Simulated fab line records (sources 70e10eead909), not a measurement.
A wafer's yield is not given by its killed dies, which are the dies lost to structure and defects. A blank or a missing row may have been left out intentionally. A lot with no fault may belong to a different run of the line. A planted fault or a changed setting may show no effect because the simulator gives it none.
Chamber matching :: flow nand harc :: NHARC_A_M0_STRIP_18 on rie diel-02 has 4 sister chambers
The step strips in N2/H2. 24 wafers are shown with their chamber, then 12 later ones without.

WAFERS WITH THEIR CHAMBER
wafer: L075.1
chamber: 2
showerhead plenum p Torr (Torr): 2.02
drypump motor current A (A): 6.6
oes product au (a.u.): 1.005

wafer: L075.2
chamber: 3
showerhead plenum p Torr (Torr): 2.14
drypump motor current A (A): 5.9
oes product au (a.u.): 1.016

wafer: L075.6
chamber: 2
showerhead plenum p Torr (Torr): 2.02
drypump motor current A (A): 6.6
oes product au (a.u.): 0.994

wafer: L076.2
chamber: 2
showerhead plenum p Torr (Torr): 2.02
drypump motor current A (A): 6.5
oes product au (a.u.): 1.011

wafer: L076.4
chamber: 1
showerhead plenum p Torr (Torr): 1.89
drypump motor current A (A): 6.7
oes product au (a.u.): 1.017

wafer: L076.5
chamber: 1
showerhead plenum p Torr (Torr): 1.89
drypump motor current A (A): 6.7
oes product au (a.u.): 1.035

wafer: L078.3
chamber: 2
showerhead plenum p Torr (Torr): 2.01
drypump motor current A (A): 6.6
oes product au (a.u.): 1.003

wafer: L078.4
chamber: 0
showerhead plenum p Torr (Torr): 2.14
drypump motor current A (A): 5.3
oes product au (a.u.): 0.994

wafer: L078.6
chamber: 1
showerhead plenum p Torr (Torr): 1.89
drypump motor current A (A): 6.6
oes product au (a.u.): 1.016

wafer: L082.1
chamber: 2
showerhead plenum p Torr (Torr): 2.01
drypump motor current A (A): 6.6
oes product au (a.u.): 1.001

wafer: L082.2
chamber: 0
showerhead plenum p Torr (Torr): 2.14
drypump motor current A (A): 5.3
oes product au (a.u.): 1.012

wafer: L082.6
chamber: 1
showerhead plenum p Torr (Torr): 1.89
drypump motor current A (A): 6.6
oes product au (a.u.): 0.996

wafer: L083.3
chamber: 2
showerhead plenum p Torr (Torr): 2.01
drypump motor current A (A): 6.6
oes product au (a.u.): 0.998

wafer: L083.4
chamber: 0
showerhead plenum p Torr (Torr): 2.14
drypump motor current A (A): 5.3
oes product au (a.u.): 1.022

wafer: L083.5
chamber: 2
showerhead plenum p Torr (Torr): 2.01
drypump motor current A (A): 6.6
oes product au (a.u.): 0.991

wafer: L086.3
chamber: 2
showerhead plenum p Torr (Torr): 2.01
drypump motor current A (A): 6.6
oes product au (a.u.): 0.998

wafer: L086.4
chamber: 0
showerhead plenum p Torr (Torr): 2.14
drypump motor current A (A): 5.3
oes product au (a.u.): 1.007

wafer: L086.5
chamber: 2
showerhead plenum p Torr (Torr): 2.01
drypump motor current A (A): 6.6
oes product au (a.u.): 0.998

wafer: L088.2
chamber: 2
showerhead plenum p Torr (Torr): 2.01
drypump motor current A (A): 6.6
oes product au (a.u.): 0.993

wafer: L088.3
chamber: 0
showerhead plenum p Torr (Torr): 2.14
drypump motor current A (A): 5.3
oes product au (a.u.): 1.031

wafer: L088.5
chamber: 2
showerhead plenum p Torr (Torr): 2.01
drypump motor current A (A): 6.6
oes product au (a.u.): 0.992

wafer: L087.1
chamber: 0
showerhead plenum p Torr (Torr): 2.14
drypump motor current A (A): 5.3
oes product au (a.u.): 1.031

wafer: L087.2
chamber: 3
showerhead plenum p Torr (Torr): 2.14
drypump motor current A (A): 6.0
oes product au (a.u.): 1.003

wafer: L087.5
chamber: 1
showerhead plenum p Torr (Torr): 1.89
drypump motor current A (A): 6.7
oes product au (a.u.): 1.001

SIGNATURES, as means of the wafers listed above
reading: showerhead plenum p Torr
chamber 0: 2.1400
chamber 1: 1.8900
chamber 2: 2.0127
chamber 3: 2.1400
scatter within a chamber: 0.0033

reading: drypump motor current A
chamber 0: 5.300
chamber 1: 6.660
chamber 2: 6.591
chamber 3: 5.950
scatter within a chamber: 0.0361

reading: oes product au
chamber 0: 1.01617
chamber 1: 1.01300
chamber 2: 0.99855
chamber 3: 1.00950
scatter within a chamber: 0.0111
Rule: a wafer's distance from a chamber is the root of the sum, over the readings, of the square of ((its reading less the chamber's mean) divided by the reading's scatter). If the next closest chamber is less than 2 further off than the closest, the wafer can't be placed; otherwise it belongs to the closest. The scatter: the root of (the sum of the squares of (reading less its chamber's mean) over the shown wafers, divided by (wafers less chambers)).

WAFERS WITHOUT THEIR CHAMBER
wafer: L090.1
showerhead plenum p Torr (Torr): 2.14
drypump motor current A (A): 6.0
oes product au (a.u.): 1.006

wafer: L090.3
showerhead plenum p Torr (Torr): 1.89
drypump motor current A (A): 6.6
oes product au (a.u.): 0.999

wafer: L090.6
showerhead plenum p Torr (Torr): 1.89
drypump motor current A (A): 6.6
oes product au (a.u.): 0.994

wafer: L092.1
showerhead plenum p Torr (Torr): 2.01
drypump motor current A (A): 6.6
oes product au (a.u.): 1.000

wafer: L092.3
showerhead plenum p Torr (Torr): 1.89
drypump motor current A (A): 6.7
oes product au (a.u.): 1.003

wafer: L092.6
showerhead plenum p Torr (Torr): 2.01
drypump motor current A (A): 6.5
oes product au (a.u.): 0.992

wafer: L093.1
showerhead plenum p Torr (Torr): 1.89
drypump motor current A (A): 6.7
oes product au (a.u.): 1.002

wafer: L093.3
showerhead plenum p Torr (Torr): 2.14
drypump motor current A (A): 5.3
oes product au (a.u.): 1.002

wafer: L093.6
showerhead plenum p Torr (Torr): 1.88
drypump motor current A (A): 6.7
oes product au (a.u.): 1.004

wafer: L095.1
showerhead plenum p Torr (Torr): 1.89
drypump motor current A (A): 6.7
oes product au (a.u.): 1.006

wafer: L095.3
showerhead plenum p Torr (Torr): 2.14
drypump motor current A (A): 5.3
oes product au (a.u.): 0.998

wafer: L095.6
showerhead plenum p Torr (Torr): 2.14
drypump motor current A (A): 5.3
oes product au (a.u.): 1.000

CHAMBER TAKEN BY EACH
wafer: L090.1
from the rows above: 3
in truth: 3

wafer: L090.3
from the rows above: 1
in truth: 1

wafer: L090.6
from the rows above: 1
in truth: 1

wafer: L092.1
from the rows above: 2
in truth: 2

wafer: L092.3
from the rows above: 1
in truth: 1

wafer: L092.6
from the rows above: 2
in truth: 2

wafer: L093.1
from the rows above: 1
in truth: 1

wafer: L093.3
from the rows above: 0
in truth: 0

wafer: L093.6
from the rows above: 1
in truth: 1

wafer: L095.1
from the rows above: 1
in truth: 1

wafer: L095.3
from the rows above: 0
in truth: 0

wafer: L095.6
from the rows above: 0
in truth: 0
12 of 12 placed correctly. Number that these rows cannot place: 0. Placed wrongly: 0.
